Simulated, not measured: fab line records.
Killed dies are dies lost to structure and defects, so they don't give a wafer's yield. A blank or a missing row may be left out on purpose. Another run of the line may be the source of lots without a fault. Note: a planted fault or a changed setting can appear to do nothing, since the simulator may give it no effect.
Matching of chambers    flow n5-finfet    4 sister chambers for N5_ILD0_CMP_03 on cmp-02
The step polishes, stops on SiNx, t overpolish 1.9 s, target thk 197.38 nm. 8 wafers are shown with their chamber, then 7 later ones without.

== WAFERS, EACH WITH ITS CHAMBER ==
wafer   chamber  motor-current-A (A)  time-to-endpoint-s (s)
L074.3  3        13.4                 70.5
L080.1  1        11.2                 70.5
L080.3  3        14.0                 74.4
L080.5  2        15.2                 72.8
L085.4  2        16.0                 70.4
L085.6  0        9.6                  64.5
L089.2  1        11.0                 68.9
L089.3  0        9.8                  66.1

== WAFERS WITHOUT THEIR CHAMBER ==
wafer   motor-current-A (A)  time-to-endpoint-s (s)
L089.5  9.4                  67.8
L092.2  13.7                 73.5
L092.3  15.2                 69.9
L092.5  14.4                 72.8
L094.1  9.6                  67.1
L094.3  13.6                 71.8
L094.4  15.2                 72.4

== WHICH CHAMBER EACH ONE RAN IN ==
wafer   from the rows above      in truth
L089.5  0                        0
L092.2  3                        3
L092.3  2                        2
L092.5  can't be placed: 3 or 2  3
L094.1  0                        0
L094.3  3                        3
L094.4  2                        2
6 of 7 placed correctly. Not placeable from these rows: 1 (in 1, the candidates include the true chamber). 0 placed wrongly.
How it was worked out, from the rows above alone: a wafer's distance from a chamber is the root of the sum, over the readings, of the square of ((its reading less the chamber's mean) divided by the reading's scatter). The wafer belongs to the nearest chamber; if the next one is less than 2 further off, it can't be placed. The mean given for a chamber averages the wafers shown for that chamber. How the scatter is found: for the shown wafers, subtract from each reading the mean of its chamber, square and add these, divide the total by (wafers less chambers), then take the root.
